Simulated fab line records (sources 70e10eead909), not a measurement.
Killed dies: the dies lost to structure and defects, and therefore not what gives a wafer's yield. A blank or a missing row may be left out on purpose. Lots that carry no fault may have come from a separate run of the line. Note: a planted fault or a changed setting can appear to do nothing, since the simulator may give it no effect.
Which of the tools did it? + flow nandHarc + Sampling: 11 lots, 33 wafers, 7 of 1159 route steps

WHAT EACH GAUGE READ, for each wafer
NHARC_P_M0_THK_MEAS_24: measures by xrf.
| lot  | measured     | on           | thkNm (nm)        |
|------|--------------|--------------|-------------------|
| L838 | day 6 12:46  | filmMetro-01 | 117.1 116.3 118.9 |
| L839 | day 6 14:19  | filmMetro-01 | 118.5 116.5 116.1 |
| L840 | day 6 14:31  | filmMetro-01 | 120.5 117.8 117.1 |
| L843 | day 7 08:41  | filmMetro-02 | 117.7 119.3 118.9 |
| L846 | day 7 23:26  | filmMetro-01 | 114.6 116.5 118.5 |
| L847 | day 8 14:35  | filmMetro-01 | 116.5 118.4 118.4 |
| L849 | day 9 04:37  | filmMetro-01 | 116.4 117.6 116.5 |
| L850 | day 9 05:24  | filmMetro-01 | 29.3 28.7 28.7    |
| L851 | day 9 10:44  | filmMetro-01 | 30.7 29.7 31.3    |
| L852 | day 9 15:40  | filmMetro-02 | 31.1 31.2 31.0    |
| L860 | day 11 10:40 | filmMetro-01 | 116.5 116.5 116.6 |

NHARC_END_SORT_01.
| lot  | measured     | on        | defectLimitedYield (%) | killedAtArray | killedAtOther | killedAtPeriphery | killedDies  | killedOpen | killedShort | sort_bin_2_pct (%) | sort_bin_3_pct (%) | sort_bin_4_pct (%) | sortNPass | sortRimYieldPct (%) | sortYieldPct (%) |
|------|--------------|-----------|------------------------|---------------|---------------|-------------------|-------------|------------|-------------|--------------------|--------------------|--------------------|-----------|---------------------|------------------|
| L850 | day 22 03:00 | prober-01 | 0 0 0                  | 36 38 36      | 0 0 0         | 641 639 641       | 677 677 677 | 6 2 6      | 4 4 0       | 95.9 95.0 95.4     | 0.15 0.74 0.15     | 4.0 4.3 4.4        | 0 0 0     | 0 0 0               | 0 0 0            |
| L851 | day 22 02:53 | prober-02 | 0 0 0                  | 12 34 25      | 3 0 2         | 662 643 650       | 677 677 677 | 2 5 3      | 3 1 1       | 97.9 96.8 97.5     | 0.59 0.15 0.30     | 1.5 3.1 2.2        | 0 0 0     | 0 0 0               | 0 0 0            |
| L852 | day 23 04:37 | prober-01 | 0 0 0                  | 22 23 23      | 0 1 2         | 655 653 652       | 677 677 677 | 3 5 0      | 2 1 3       | 96.9 97.0 96.8     | 0 0.44 0           | 3.1 2.5 3.2        | 0 0 0     | 0 0 0               | 0 0 0            |

WHICH TOOL RAN EACH LOT (tool, then ch and the chambers of the sampled wafers, then the start)
| lot  | NHARC_P_M0_ETCH_15                           | NHARC_P_M0_PVD_20                      | NHARC_P_M0_ECD_22            | NHARC_P_M0_CMP_23            | NHARC_P_M0_PRE_CLEAN_31        |
|------|----------------------------------------------|----------------------------------------|------------------------------|------------------------------|--------------------------------|
| L838 | rieDiel-13 ch 1,2,3, day 6 11:46 or earlier  | pvdSputter-02, day 6 11:46 or earlier  | ecdCu-02 ch 0, day 6 11:46   | cmp-03 ch 0,2, day 6 12:26   | pecvd-03 ch 0,1,2, day 6 13:01 |
| L839 | rieDiel-05 ch 0,1,2, day 6 12:52 or earlier  | pvdSputter-01, day 6 12:52 or earlier  | ecdCu-01 ch 1, day 6 12:52   | cmp-03 ch 1,2, day 6 14:00   | pecvd-04 ch 0,2, day 6 14:33   |
| L840 | rieDiel-13 ch 1,2, day 6 13:04 or earlier    | pvdSputter-03, day 6 13:04 or earlier  | ecdCu-02 ch 0,1, day 6 13:04 | cmp-04 ch 1,2,3, day 6 14:16 | pecvd-01 ch 1,2, day 6 14:45   |
| L843 | rieDiel-05 ch 0,1,3, day 7 07:35 or earlier  | pvdSputter-01, day 7 07:35 or earlier  | ecdCu-01 ch 0,1, day 7 07:35 | cmp-04 ch 0,3, day 7 08:22   | pecvd-04 ch 0,1,2, day 7 08:56 |
| L846 | rieDiel-10 ch 0,3, day 7 22:26 or earlier    | pvdSputter-02, day 7 22:26 or earlier  | ecdCu-01 ch 0,1, day 7 22:26 | cmp-04 ch 0,1,2, day 7 23:07 | pecvd-03 ch 0,2, day 7 23:39   |
| L847 | rieDiel-05 ch 0,2, day 8 13:32 or earlier    | pvdSputter-01, day 8 13:32 or earlier  | ecdCu-01 ch 0,1, day 8 13:32 | cmp-04 ch 0,1,3, day 8 14:17 | pecvd-04 ch 1,2, day 8 14:49   |
| L849 | rieDiel-05 ch 0,1,2, day 9 03:34 or earlier  | pvdSputter-03, day 9 03:34 or earlier  | ecdCu-02 ch 0,1, day 9 03:34 | cmp-04 ch 0,1,3, day 9 04:19 | pecvd-03 ch 0,1, day 9 04:55   |
| L850 | rieDiel-13 ch 2,3, day 9 04:11 or earlier    | pvdSputter-03, day 9 04:11 or earlier  | ecdCu-02 ch 0, day 9 04:11   | cmp-01 ch 1,2, day 9 05:05   | pecvd-03 ch 1,2, day 9 05:50   |
| L851 | rieDiel-13 ch 1,3, day 9 09:42 or earlier    | pvdSputter-01, day 9 09:42 or earlier  | ecdCu-02 ch 0,1, day 9 09:42 | cmp-03 ch 0,2,3, day 9 10:28 | pecvd-01 ch 1,2, day 9 11:01   |
| L852 | rieDiel-10 ch 0,1,3, day 9 14:37 or earlier  | pvdSputter-03, day 9 14:37 or earlier  | ecdCu-01 ch 0,1, day 9 14:37 | cmp-03 ch 1,2,3, day 9 15:22 | pecvd-03 ch 1,2, day 9 15:59   |
| L860 | rieDiel-10 ch 0,2,3, day 11 09:37 or earlier | pvdSputter-01, day 11 09:37 or earlier | ecdCu-02 ch 0, day 11 09:37  | cmp-01 ch 2,3, day 11 10:21  | pecvd-03 ch 0,2, day 11 11:02  |
- NHARC_P_M0_ETCH_15: etches the open film in C4F8/Ar, target depth 150 nm, overetch 15 nm, time 82.5 s.
- NHARC_P_M0_PVD_20: deposits TaN, target thk 5 nm, time 8.06 s.
- NHARC_P_M0_ECD_22: material Cu, target thk 400 nm.
- NHARC_P_M0_CMP_23: polishes, t overpolish 20 s, target thk 117.53 nm.
- NHARC_P_M0_PRE_CLEAN_31: time 12 s.

AS READ BY THE TOOLS THEMSELVES (means over the sampled wafers that have a number; for cases with no such wafer, the mark the record gives instead)
NHARC_P_M0_ETCH_15.
| lot  | tool       | oesProductAu (a.u.) | rfVppV (V) |
|------|------------|---------------------|------------|
| L838 | rieDiel-13 | 0.977               | 441.2      |
| L839 | rieDiel-05 | 0.940               | 441.8      |
| L840 | rieDiel-13 | 0.964               | 439.2      |
| L843 | rieDiel-05 | 0.973               | 441.8      |
| L846 | rieDiel-10 | 0.967               | 441.4      |
| L847 | rieDiel-05 | 0.977               | 441.4      |
| L849 | rieDiel-05 | 0.971               | 441.6      |
| L850 | rieDiel-13 | 0.957               | 440.6      |
| L851 | rieDiel-13 | 0.968               | 441.6      |
| L852 | rieDiel-10 | 0.974               | 439.8      |
| L860 | rieDiel-10 | 0.936               | 441.2      |

NHARC_P_M0_PVD_20.
| lot  | tool          | throttleValvePct (%) |
|------|---------------|----------------------|
| L838 | pvdSputter-02 | 29.7                 |
| L839 | pvdSputter-01 | 30.7                 |
| L840 | pvdSputter-03 | 28.8                 |
| L843 | pvdSputter-01 | 30.6                 |
| L846 | pvdSputter-02 | 29.9                 |
| L847 | pvdSputter-01 | 30.7                 |
| L849 | pvdSputter-03 | 29.0                 |
| L850 | pvdSputter-03 | 30.2                 |
| L851 | pvdSputter-01 | 30.7                 |
| L852 | pvdSputter-03 | 29.0                 |
| L860 | pvdSputter-01 | 30.1                 |

NHARC_P_M0_ECD_22.
| lot  | tool     | bathHeatDutyPct (%) | bathTempC (C) |
|------|----------|---------------------|---------------|
| L838 | ecdCu-02 | 5.3                 | 25.08         |
| L839 | ecdCu-01 | 7.7                 | 25.21         |
| L840 | ecdCu-02 | 6.0                 | 24.91         |
| L843 | ecdCu-01 | 7.0                 | 24.99         |
| L846 | ecdCu-01 | 7.1                 | 25.07         |
| L847 | ecdCu-01 | 7.3                 | 24.97         |
| L849 | ecdCu-02 | 5.9                 | 24.94         |
| L850 | ecdCu-02 | -                   | -             |
| L851 | ecdCu-02 | -                   | -             |
| L852 | ecdCu-01 | -                   | -             |
| L860 | ecdCu-02 | 5.2                 | 24.83         |

NHARC_P_M0_CMP_23.
| lot  | tool   | motorCurrentA (A) | slurryFilterDpKPa (kPa) | timeToEndpointS (s) |
|------|--------|-------------------|-------------------------|---------------------|
| L838 | cmp-03 | 13.6              | 13.62                   | 31.2                |
| L839 | cmp-03 | 13.8              | 13.43                   | 29.6                |
| L840 | cmp-04 | 10.5              | 13.39                   | 30.1                |
| L843 | cmp-04 | 11.5              | 13.65                   | 27.2                |
| L846 | cmp-04 | 11.0              | 13.55                   | 29.9                |
| L847 | cmp-04 | 11.1              | 13.56                   | 27.8                |
| L849 | cmp-04 | 11.3              | 13.54                   | 30.8                |
| L850 | cmp-01 | 11.0              | 13.62                   | 4.5                 |
| L851 | cmp-03 | 12.6              | 13.54                   | 4.3                 |
| L852 | cmp-03 | 13.0              | 13.44                   | 1.2                 |
| L860 | cmp-01 | 10.9              | 13.55                   | 29.5                |

NHARC_P_M0_PRE_CLEAN_31.
| lot  | tool     | heaterPowerW (W) |
|------|----------|------------------|
| L838 | pecvd-03 | 572              |
| L839 | pecvd-04 | 721              |
| L840 | pecvd-01 | 599              |
| L843 | pecvd-04 | 715              |
| L846 | pecvd-03 | 555              |
| L847 | pecvd-04 | 647              |
| L849 | pecvd-03 | 581              |
| L850 | pecvd-03 | 587              |
| L851 | pecvd-01 | 605              |
| L852 | pecvd-03 | 603              |
| L860 | pecvd-03 | 525              |

THE ANSWER, worked out from the rows above alone
Rule: what is usual is taken from the lots themselves. Put in order of their means at a reading, lots are off if they are a third of the lots or fewer, leave a main group of 4 or more, and stand apart from it by a gap of 3 or more times the standard deviation of the main group's means; of several such gaps the widest counts. If all means in a main group match to the digits the tables above print for the reading, that group is not used. A lot without any number at a reading at which 4 lots or more have one is off too. Where the step has rows for the other lots, those lots are counted as sound. First the gauges in route order, then the tools' own readings, where a lot's mean is used as printed above. The first step at which some lot is off is used, and at that step the reading that is off furthest; a lot without a number counts as furthest.
Off, at NHARC_P_M0_THK_MEAS_24 on thkNm: L850, L851, L852. The main group has a mean of 117.4 nm with a standard deviation of 0.77.
A tool fits if, at a process step before that reading, it ran every lot that is off, and no sound lot after the first of them. The gauges at NHARC_P_M0_THK_MEAS_24 aren't tried: what is off there is off at NHARC_P_M0_ECD_22 too, on other tools, and a gauge's error can't cause that. NHARC_P_M0_ETCH_15: start missing for some lots; hours and lot order therefore follow NHARC_P_M0_ECD_22. NHARC_P_M0_PVD_20: start missing for some lots; hours and lot order therefore follow NHARC_P_M0_ECD_22. No candidate that was tried fits.

WHAT WAS PUT IN BY THE SIMULATOR
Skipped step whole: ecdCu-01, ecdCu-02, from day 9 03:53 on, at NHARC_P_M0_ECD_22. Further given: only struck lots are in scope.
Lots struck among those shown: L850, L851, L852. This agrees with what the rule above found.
